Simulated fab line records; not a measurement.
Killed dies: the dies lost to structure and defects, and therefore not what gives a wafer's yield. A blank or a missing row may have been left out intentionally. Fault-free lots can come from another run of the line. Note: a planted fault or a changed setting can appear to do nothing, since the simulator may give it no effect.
fab line records | flow n5Finfet
[record] lots = 7 wafers = 21
route steps=1938 shown BEOL_M0_SAQP@677 BEOL_M0_CUTY@711 BEOL_M1@770 BEOL_M2@845 BEOL_M4@1026
startH: hours from the record's first day to the start of the lot's first wafer shown | waitH: hours from the lot's prior step to this one | " the same as in the row above | L1.1+2: one row covering several wafers at once | - no value, or no start was given | * or withheld: withheld | < > ~ a bound
route shown NAME@n: NAME is a module with steps in the file, n the number in the route of the first one | usual: mean and standard deviation over wafers with no fault | same: alike in all rows | chamber/n: place in a boat | sites: readings site by site | _std_site: how widely they spread, as a standard deviation | _edge_site: the outer-site mean with the inner-site mean subtracted | radiusMm: for every site, how far away it sits from the centre of the wafer | mask NAME#n: copy n | behind: the most recent tool/chamber to have shaped the wafer | hold: reason for holding the lot/hours on hold/outcome of the hold | device: names the non-switching transistor (n, p or np) | end of line: the tests these same wafers got at the end of their route | for a step that has no rows: nothing shown but its recipe | killed: not the wafer's yield, but the dies lost to structure and defects at the first sort | map: dies across one wafer; x = killed, . = not, _ = none there
set.NAME: the setting the step ran with; set.NAME@STEP: the setting that earlier step ran with | model.NAME: the simulator's own value behind a step, which no gauge read
lots where settings were altered on purpose, with a table for each step and a row for each wafer
[[steps]]
[step N5_BEOL_M0_SAQP_SPACER2_ETCHBACK_27]
[recipe] chemistry = CHF3/O2 mode = anisotropicEtchback target = SiO2 targetDepthA = 225 timeS = 11.25 pressureMtorr = 30 sourceW = 650 biasW = 170 Ar_flow_sccm = 200 CHF3_flow_sccm = 50 O2_flow_sccm = 5 ionEnergyEv = 200
// columns lot.wafer tool chamber startH waitH set.timeS
L074.3+6 rieDiel-03 3,1 114.07 0.3 11.25
L074.4 " 0 " " 12.89
L076.3+6 rieDiel-03 0,2 125.25 0.3 11.25
L076.4 " 3 " " 12.98
L081.2+3 rieDiel-02 1,2 156.77 0.4 11.25
L081.4 " 0 " " 13.62
L084.3+5 rieDiel-05 2,1 172.92 0.3 11.25
L084.4 " 1 " " 9.282
L094.4 rieDiel-02 1 230.12 0.3 11.25
L094.5+6 " 0,3 " " 11.91
L095.1+4+5 rieDiel-03 2,3,0 233.92 0.3 11.25
L096.4+5+6 rieDiel-05 1,3,2 244.62 0.1 11.25
[step N5_BEOL_M0_SAQP_MANDREL2_REMOVE_110]
[recipe] chemistry = HBr/Cl2/O2 btTimeS = 10 target = a-Si stopOn = SiCN endpoint = OES-SiCl overEtchFrac = 1 icpW = 600 biasW = 30 HBr_flow_sccm = 150 Cl2_flow_sccm = 80 O2_flow_sccm = 5 pressureMtorr = 10
// columns lot.wafer tool chamber startH waitH set.targetThkA@BEOL_M0_SAQP_SPACER2_ALD_26 model.BEOL_M0_SAQP.cdNm
L074.3+4 rieSi-05 2,1 114.16 0.1 159 15.8
L074.6 " 1 " " 159 15.6
L076.3+4+6 rieSi-01 2,2,3 125.34 0.1 150 15
L081.2+3+4 rieSi-03 1,0,2 156.85 0.1 150 15
L084.3+4 rieSi-03 1,3 173.01 0.1 150 15
L084.5 " 0 " " 160.9 16
L094.4+5 rieSi-01 3,1 230.20 0.1 144.5 14.6
L094.6 " 2 " " 144.5 14.2
L095.1+5 rieSi-05 1,2 234.01 0.1 150 14.8
L095.4 " 2 " " 150 15
L096.4 rieSi-03 2 244.68 0.0 150 15
L096.5 " 2 " " 150 15.2
L096.6 " 1 " " 144.2 14.6
[step N5_BEOL_M0_SAQP_COAT_69]
[recipe] resist = SOC tempC = 250 timeS = 60 spinRpm = 1500 resistThkNm = 90
[step N5_BEOL_M0_CUTY_DESCUM_61]
[recipe] chemistry = O2 timeS = 7.9 sourcePowerW = 50 biasPowerW = 20 pressureMtorr = 20 rfFrequencyHz = 2.712e+07 tempC = 40 resist = CAR-ArF-block o2FlowSccm = 225
[step N5_BEOL_M0_CUTY_ETCH_62]
[recipe] chemistry = CF4 target = SiARC maskMaterial = CAR-ArF-block timeS = 58.5 ionEnergyEv = 80 pressureMtorr = 40 sourceW = 545 biasW = 36 Ar_flow_sccm = 100 cf4FlowSccm = 100 ends = cleared
[step N5_BEOL_M0_CUTY_ETCH_63]
[recipe] chemistry = N2/H2 target = SOC targetDepthA = 827 overetchA = 165 maskMaterial = SiARC tempC = 40 ionEnergyEv = 200 timeS = 124 pressureMtorr = 30 sourceW = 840 biasW = 150 n2FlowSccm = 200 h2FlowSccm = 200
// columns lot.wafer tool chamber startH waitH set.targetThkA@BEOL_M0_SAQP_SPACER2_ALD_26 model.SiO2_of_BEOL_M0_SAQP_SPACER2_ALD_26.thkNm
L074.3+4+6 rieDiel-06 2,0,2 116.73 0.0 159 8
L076.3+6 rieDiel-01 3,2 127.43 0.0 150 7
L076.4 " 2 " " 150 7.2
L081.2 rieDiel-06 1 158.74 0.0 150 7.2
L081.3+4 " 3 " " 150 7
L084.3 rieDiel-01 3 176.02 0.0 150 7.2
L084.4 " 0 " " 150 7
L084.5 " 2 " " 160.9 8.2
L094.4+5 rieDiel-06 3,2 232.55 0.0 144.5 6.6
L094.6 " 1 " " 144.5 6.4
L095.1+4+5 rieDiel-06 0,3,1 236.03 0.0 150 7
L096.4 rieDiel-04 2 246.56 0.0 150 7
L096.5 " 1 " " 150 7.4
L096.6 " 0 " " 144.2 6.4
[step N5_BEOL_M1_ETCH_64]
[recipe] chemistry = N2/H2 target = SOC targetDepthA = 750 overetchA = 150 maskMaterial = SiARC tempC = 40 timeS = 112.5 ionEnergyEv = 200 pressureMtorr = 30 sourceW = 840 biasW = 150 n2FlowSccm = 200 h2FlowSccm = 200
// columns lot.wafer tool chamber startH waitH set.timeS model.SiARC_of_BEOL_M1_COAT_62.thkNm
L074.3 rieDiel-02 0 121.60 0.0 120.2 6.4
L074.4 " 2 " " 112.5 7
L074.6 " 1 " " 112.5 6.8
L076.3+4+6 rieDiel-03 2,3,2 135.84 0.0 123.9 6.4
L081.2+3 rieDiel-03 0,3 164.80 0.0 123.9 6.4
L081.4 " 2 " " 112.5 6.8
L084.3 rieDiel-05 2 183.14 0.0 112.5 6.8
L084.4 " 3 " " 112.5 7
L084.5 " 1 " " 112.5 7.2
L094.4+6 rieDiel-05 2 240.76 0.0 124.7 6.2
L094.5 " 3 " " 112.5 6.8
L095.1 rieDiel-05 2 244.37 0.0 112.5 6.8
L095.4+5 " 1,3 " " 112.5 7
L096.4 rieDiel-05 1 253.18 0.1 112.5 7
L096.5 " 3 " " 112.5 6.8
L096.6 " 2 " " 91.53 7.8
[step N5_BEOL_M2_COAT_61]
[recipe] resist = SOC tempC = 250 timeS = 60 spinRpm = 1500 resistThkNm = 60
// columns lot.wafer tool chamber startH waitH set.spinRpm model.SOC_of_BEOL_M2_COAT_61.thkNm
L074.3+6 lithoTrack-01 0 135.18 0.1 1500 60.2
L074.4 " 0 " " 1598 58.2
L076.3 lithoTrack-01 0 143.84 0.1 1636 57.8
L076.4 " 0 " " 1500 60.2
L076.6 " 0 " " 1500 60.4
L081.2 lithoTrack-05 0 171.99 0.1 1500 60
L081.3 " 0 " " 1445 61.4
L081.4 " 0 " " 1445 61
L084.3+4+5 lithoTrack-03 0 194.25 0.1 1441 61.2
L094.4+5 lithoTrack-03 0 252.67 0.1 1340 63.2
L094.6 " 0 " " 1500 60
L095.1+4 lithoTrack-05 0 261.41 0.1 1500 60.2
L095.5 " 0 " " 1500 60.4
L096.4+5 lithoTrack-05 0 266.98 0.1 1500 60.2
L096.6 " 0 " " 1624 57.8
[step N5_BEOL_M2_COAT_62]
[recipe] resist = SiARC tempC = 220 timeS = 60 spinRpm = 1500 resistThkNm = 12
[step N5_BEOL_M2_COAT_73]
[recipe] resist = underlayer tempC = 205 timeS = 60 spinRpm = 1500 resistThkNm = 5
[step N5_BEOL_M2_ETCH_74]
[recipe] chemistry = N2/H2 target = underlayer targetDepthA = 65 maskMaterial = CAR-EUV timeS = 5.2 ionEnergyEv = 200 pressureMtorr = 30 sourceW = 840 biasW = 150 n2FlowSccm = 200 h2FlowSccm = 200 ends = cleared
[step N5_BEOL_M2_ETCH_63]
[recipe] chemistry = CF4 target = SiARC targetDepthA = 156 maskMaterial = CAR-EUV timeS = 26 ionEnergyEv = 80 pressureMtorr = 40 sourceW = 545 biasW = 36 Ar_flow_sccm = 100 cf4FlowSccm = 100 ends = cleared
[step N5_BEOL_M2_ETCH_64]
[recipe] chemistry = N2/H2 target = SOC targetDepthA = 750 overetchA = 225 maskMaterial = SiARC tempC = 40 timeS = 121.9 ionEnergyEv = 200 pressureMtorr = 30 sourceW = 840 biasW = 150 n2FlowSccm = 200 h2FlowSccm = 200
// columns lot.wafer tool chamber startH waitH set.spinRpm@BEOL_M2_COAT_61 model.etch.depthNm
L074.3 rieDiel-04 0 135.78 0.0 1500 60.18
L074.4 " 3 " " 1598 58.17
L074.6 " 0 " " 1500 60.12
L076.3 rieDiel-04 3 144.31 0.0 1636 57.81
L076.4 " 1 " " 1500 60.26
L076.6 " 3 " " 1500 60.39
L081.2 rieDiel-06 1 172.50 0.0 1500 60.03
L081.3 " 2 " " 1445 61.31
L081.4 " 0 " " 1445 61.03
L084.3 rieDiel-01 1 194.90 0.0 1441 61.25
L084.4 " 3 " " 1441 61.14
L084.5 " 0 " " 1441 61.13
L094.4 rieDiel-06 3 253.45 0.1 1340 63.29
L094.5 " 0 " " 1340 63.19
L094.6 " 2 " " 1500 59.92
L095.1 rieDiel-06 0 262.09 0.0 1500 60.22
L095.4 " 2 " " 1500 60.23
L095.5 " 0 " " 1500 60.3
L096.4 rieDiel-04 3 267.50 0.1 1500 60.17
L096.5 " 1 " " 1500 60.23
L096.6 " 2 " " 1624 57.78
[step N5_BEOL_M2_COAT_67]
[recipe] resist = SOC tempC = 250 timeS = 60 spinRpm = 1500 resistThkNm = 60
// columns lot.wafer tool chamber startH waitH set.spinRpm model.SOC_of_BEOL_M2_COAT_67.thkNm
L074.3 lithoTrack-05 0 136.29 0.0 1500 60
L074.4 " 0 " " 1572 58.6
L074.6 " 0 " " 1572 58.8
L076.3 lithoTrack-01 0 144.70 0.0 1500 60
L076.4+6 " 0 " " 1359 63
L081.2+3 lithoTrack-03 0 172.89 0.0 1629 57.8
L081.4 " 0 " " 1500 60
L084.3 lithoTrack-03 0 195.30 0.0 1500 60
L084.4+5 " 0 " " 1584 58.4
L094.4 lithoTrack-03 0 253.78 0.0 1434 61.2
L094.5 " 0 " " 1434 61.4
L094.6 " 0 " " 1500 60.2
L095.1 lithoTrack-03 0 262.48 0.0 1500 59.8
L095.4 " 0 " " 1500 59.6
L095.5 " 0 " " 1500 60
L096.4 lithoTrack-03 0 267.84 0.0 1599 58.2
L096.5 " 0 " " 1500 60
L096.6 " 0 " " 1500 60.2
[step N5_BEOL_M2_EXPOSE_25]
[recipe] maskId = V1 na = 0.33 sourceShape = quasar sigmaInner = 0.2 sigmaOuter = 0.8 polarization = unpolarized defocusNm = 5 doseMj = 63
// columns lot.wafer tool chamber startH waitH mask set.doseMj
L074.3+4+6 euvScanner-02 0 136.45 - V1#0 63
L076.3+4+6 euvScanner-02 0 144.98 - V1#0 63
L081.2+3 euvScanner-01 0 173.04 - V1#0 59.02
L081.4 " 0 " " V1#0 63
L084.3+5 euvScanner-01 0 195.58 - V1#0 61.66
L084.4 " 0 " " V1#0 63
L094.4+5 euvScanner-01 0 253.95 - V1#0 63
L094.6 " 0 " " V1#0 59.71
L095.1+4+5 euvScanner-02 0 262.74 - V1#0 63
L096.4+5+6 euvScanner-02 0 268.00 - V1#0 63
[step N5_BEOL_M2_PEB_26]
[recipe] pebTempC = 100 pebTimeS = 60 resist = CAR-EUV
[step N5_BEOL_M2_DEVELOP_27]
[recipe] developTimeS = 30 developer = TMAH resist = CAR-EUV rinseLiquid = surfactantRinse dry = airSpin devTempC = 23
[step N5_BEOL_M2_ALD_98]
[recipe] material = SiO2 targetThkA = 25 tempC = 100 aldPrecursorFamily = BDEAS aldCoReactant = O2-plasma pulseTimeS = 1 coReactantPulseTimeS = 1 purgeTimeS = 2 coReactantPurgeTimeS = 2 aldCycles = 17 pressureTorr = 2
[step N5_BEOL_M2_ETCHBACK_99]
[recipe] chemistry = CHF3 target = SiO2 targetDepthA = 50 timeS = 10.4 sourceW = 215 biasW = 47 Ar_flow_sccm = 200 CHF3_flow_sccm = 12 ionEnergyEv = 100 pressureMtorr = 30
[step N5_BEOL_M2_ETCH_70]
[recipe] chemistry = N2/H2 target = SOC targetDepthA = 800 overetchA = 240 maskMaterial = SiARC tempC = 40 timeS = 130 ionEnergyEv = 200 pressureMtorr = 30 sourceW = 840 biasW = 150 n2FlowSccm = 200 h2FlowSccm = 200
// columns lot.wafer tool chamber startH waitH set.spinRpm@BEOL_M2_COAT_67 model.etch.depthNm
L074.3 rieDiel-06 0 138.78 0.0 1500 60.08
L074.4 " 2 " " 1572 58.69
L074.6 " 3 " " 1572 58.8
L076.3 rieDiel-06 1 145.98 0.0 1500 59.95
L076.4 " 2 " " 1359 63.07
L076.6 " 2 " " 1359 62.99
L081.2 rieDiel-04 3 176.78 0.0 1629 57.76
L081.3 " 2 " " 1629 57.75
L081.4 " 0 " " 1500 59.91
L084.3 rieDiel-04 1 199.90 0.0 1500 59.94
L084.4 " 2 " " 1584 58.37
L084.5 " 1 " " 1584 58.38
L094.4 rieDiel-04 2 256.36 0.0 1434 61.3
L094.5 " 2 " " 1434 61.48
L094.6 " 1 " " 1500 60.14
L095.1 rieDiel-06 2 266.36 0.0 1500 59.78
L095.4 " 3 " " 1500 59.67
L095.5 " 0 " " 1500 59.96
L096.4 rieDiel-01 0 269.56 0.0 1599 58.29
L096.5 " 1 " " 1500 60.09
L096.6 " 2 " " 1500 60.13
[step N5_BEOL_M4_COAT_62]
[recipe] resist = SiARC tempC = 220 timeS = 60 spinRpm = 1500 resistThkNm = 12
// columns lot.wafer tool chamber startH waitH set.spinRpm
L074.3+4 lithoTrack-04 0 - - 1434
L074.6 " 0 " " 1500
L076.3+4+6 lithoTrack-01 0 - - 1500
L081.2+3+4 lithoTrack-05 0 - - 1500
L084.3 lithoTrack-05 0 - - 1500
L084.4+5 " 0 " " 1572
L094.4+5+6 lithoTrack-05 0 - - 1500
L095.1+4+5 lithoTrack-05 0 - - 1500
L096.4+5 lithoTrack-04 0 - - 1500
L096.6 " 0 " " 1660
[step N5_BEOL_M4_COAT_73]
[recipe] resist = underlayer tempC = 205 timeS = 60 spinRpm = 1500 resistThkNm = 5
[step N5_BEOL_M4_COAT_05]
[recipe] resist = CAR-EUV spinRpm = 1500 resistThkNm = 30
[step N5_BEOL_M4_DESCUM_16]
[recipe] chemistry = O2 timeS = 7 sourcePowerW = 50 biasPowerW = 20 pressureMtorr = 20 rfFrequencyHz = 2.712e+07 tempC = 40 resist = CAR-EUV o2FlowSccm = 225
[step N5_BEOL_M4_ETCH_74]
[recipe] chemistry = N2/H2 target = underlayer targetDepthA = 65 maskMaterial = CAR-EUV timeS = 5.2 ionEnergyEv = 200 pressureMtorr = 30 sourceW = 840 biasW = 150 n2FlowSccm = 200 h2FlowSccm = 200 ends = cleared
[step N5_BEOL_M4_ETCH_63]
[recipe] chemistry = CF4 target = SiARC targetDepthA = 156 maskMaterial = CAR-EUV timeS = 26 ionEnergyEv = 80 pressureMtorr = 40 sourceW = 545 biasW = 36 Ar_flow_sccm = 100 cf4FlowSccm = 100 ends = cleared
// columns lot.wafer tool chamber startH waitH set.spinRpm@BEOL_M4_COAT_62 model.etch.depthNm
L074.3 rieDiel-01 2 161.21 0.0 1434 12.27
L074.4 " 2 " " 1434 12.29
L074.6 " 0 " " 1500 12.01
L076.3 rieDiel-01 1 167.49 0.0 1500 12
L076.4 " 3 " " 1500 12.03
L076.6 " 3 " " 1500 12.01
L081.2 rieDiel-04 0 200.28 0.0 1500 12.06
L081.3 " 3 " " 1500 12.05
L081.4 " 1 " " 1500 12.1
L084.3 rieDiel-01 1 218.79 0.0 1500 12.02
L084.4 " 3 " " 1572 11.76
L084.5 " 1 " " 1572 11.77
L094.4 rieDiel-01 2 276.71 0.0 1500 12.02
L094.5 " 1 " " 1500 12
L094.6 " 2 " " 1500 12.01
L095.1+5 rieDiel-01 1 287.50 0.0 1500 12.03
L095.4 " 0 " " 1500 12
L096.4 rieDiel-06 0 288.52 0.0 1500 12.03
L096.5 " 2 " " 1500 12.01
L096.6 " 3 " " 1660 11.44
[step N5_BEOL_M4_ETCH_64]
[recipe] chemistry = N2/H2 target = SOC targetDepthA = 750 overetchA = 225 maskMaterial = SiARC tempC = 40 timeS = 121.9 ionEnergyEv = 200 pressureMtorr = 30 sourceW = 840 biasW = 150 n2FlowSccm = 200 h2FlowSccm = 200
// columns lot.wafer tool chamber startH waitH set.spinRpm@BEOL_M4_COAT_62 model.SiARC_of_BEOL_M4_COAT_62.thkNm
L074.3+4 rieDiel-01 2 161.23 0.0 1434 6.6
L074.6 " 0 " " 1500 6.2
L076.3+4+6 rieDiel-01 1,3,3 167.52 0.0 1500 6.4
L081.2 rieDiel-04 0 200.31 0.0 1500 6.4
L081.3 " 3 " " 1500 6.2
L081.4 " 1 " " 1500 6.6
L084.3 rieDiel-01 1 218.82 0.0 1500 6.4
L084.4+5 " 3,1 " " 1572 6.2
L094.4+5+6 rieDiel-01 2,1,2 276.74 0.0 1500 6.4
L095.1+5 rieDiel-01 1 287.53 0.0 1500 6.4
L095.4 " 0 " " 1500 6.2
L096.4+5 rieDiel-06 0,2 288.59 0.1 1500 6.4
L096.6 " 3 " " 1660 5.8
[step N5_BEOL_M4_EXPOSE_25]
[recipe] maskId = V3 na = 0.33 sourceShape = quasar sigmaInner = 0.2 sigmaOuter = 0.8 polarization = unpolarized defocusNm = 5 doseMj = 63
// columns lot.wafer tool chamber startH waitH mask set.doseMj
L074.3 euvScanner-02 0 161.78 - V3#0 63
L074.4+6 " 0 " " V3#0 65.77
L076.3+4+6 euvScanner-02 0 168.08 - V3#0 63
L081.2+3+4 euvScanner-02 0 200.85 - V3#0 63
L084.3 euvScanner-01 0 219.54 - V3#0 59.96
L084.4+5 " 0 " " V3#0 63
L094.4+6 euvScanner-01 0 277.29 - V3#0 63
L094.5 " 0 " " V3#0 67.66
L095.1+4+5 euvScanner-02 0 288.24 - V3#0 63
L096.4+5 euvScanner-02 0 289.10 - V3#0 58.56
L096.6 " 0 " " V3#0 63
[step N5_BEOL_M4_PEB_26]
[recipe] pebTempC = 100 pebTimeS = 60 resist = CAR-EUV
[step N5_BEOL_M4_DEVELOP_27]
[recipe] developTimeS = 30 developer = TMAH resist = CAR-EUV rinseLiquid = surfactantRinse dry = airSpin devTempC = 23
[step N5_BEOL_M4_CD_MEAS_28]
[recipe] targetCdNm = 26.2 landingEnergyEv = 500 detector = seInlens targetCdYNm = 24.1 polarity = opening
[usual] cdNm = 26.19/0.25
// columns lot.wafer tool chamber startH waitH set.doseMj@BEOL_M4_EXPOSE_25 cdNm
L074.3 cdSem-01 0 161.91 - 63 26.21
L074.4 " 0 " " 65.77 26.75
L074.6 " 0 " " 65.77 26.95
L076.3 cdSem-01 0 168.21 - 63 25.94
L076.4 " 0 " " 63 26.30
L076.6 " 0 " " 63 26.07
L081.2 cdSem-02 0 200.99 - 63 26.12
L081.3 " 0 " " 63 26.61
L081.4 " 0 " " 63 26.03
L084.3 cdSem-01 0 219.67 - 59.96 24.81
L084.4 " 0 " " 63 25.96
L084.5 " 0 " " 63 25.55
L094.4 cdSem-02 0 277.41 - 63 26.38
L094.5 " 0 " " 67.66 27.75
L094.6 " 0 " " 63 26.06
L095.1 cdSem-02 0 288.38 - 63 26.10
L095.4 " 0 " " 63 25.89
L095.5 " 0 " " 63 26.26
L096.4 cdSem-02 0 289.22 - 58.56 24.83
L096.5 " 0 " " 58.56 24.94
L096.6 " 0 " " 63 26.65
[[key]]
[split] step = N5_BEOL_M0_SAQP_SPACER2_ETCHBACK_27 setting = timeS stated = 11.25 by = wafer
response none clear
[split] step = N5_BEOL_M1_ETCH_64 setting = timeS stated = 112.5 by = wafer
[response] step = N5_BEOL_M1_ETCH_64 reading = model.SiARC_of_BEOL_M1_COAT_62.thkNm change = -0.05 per = 1% r = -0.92
[split] step = N5_BEOL_M2_COAT_61 setting = spinRpm stated = 1500 by = wafer
[response] step = N5_BEOL_M2_COAT_61 reading = model.SOC_of_BEOL_M2_COAT_61.thkNm change = -0.294 per = 1% r = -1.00
[response] step = N5_BEOL_M2_ETCH_64 reading = model.etch.depthNm change = -0.298 per = 1% r = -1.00
[split] step = N5_BEOL_M2_COAT_67 setting = spinRpm stated = 1500 by = wafer
[response] step = N5_BEOL_M2_COAT_67 reading = model.SOC_of_BEOL_M2_COAT_67.thkNm change = -0.285 per = 1% r = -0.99
[response] step = N5_BEOL_M2_ETCH_70 reading = model.etch.depthNm change = -0.287 per = 1% r = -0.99
[split] step = N5_BEOL_M2_EXPOSE_25 setting = doseMj stated = 63 by = wafer
response none clear
[split] step = N5_BEOL_M4_COAT_62 setting = spinRpm stated = 1500 by = wafer
[response] step = N5_BEOL_M4_ETCH_63 reading = model.etch.depthNm change = -0.0549 per = 1% r = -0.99
[response] step = N5_BEOL_M4_ETCH_64 reading = model.SiARC_of_BEOL_M4_COAT_62.thkNm change = -0.0584 per = 1% r = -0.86
[split] step = N5_BEOL_M4_EXPOSE_25 setting = doseMj stated = 63 by = wafer
[response] step = N5_BEOL_M4_CD_MEAS_28 reading = cdNm change = +0.212 per = 1% r = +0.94
split outsideThisFile step=N5_BEOL_M0_SAQP_SPACER2_ALD_26 setting=targetThkA
// split outsideThisFile: this setting was split too, and the file shows its column; the key of that split is in another file
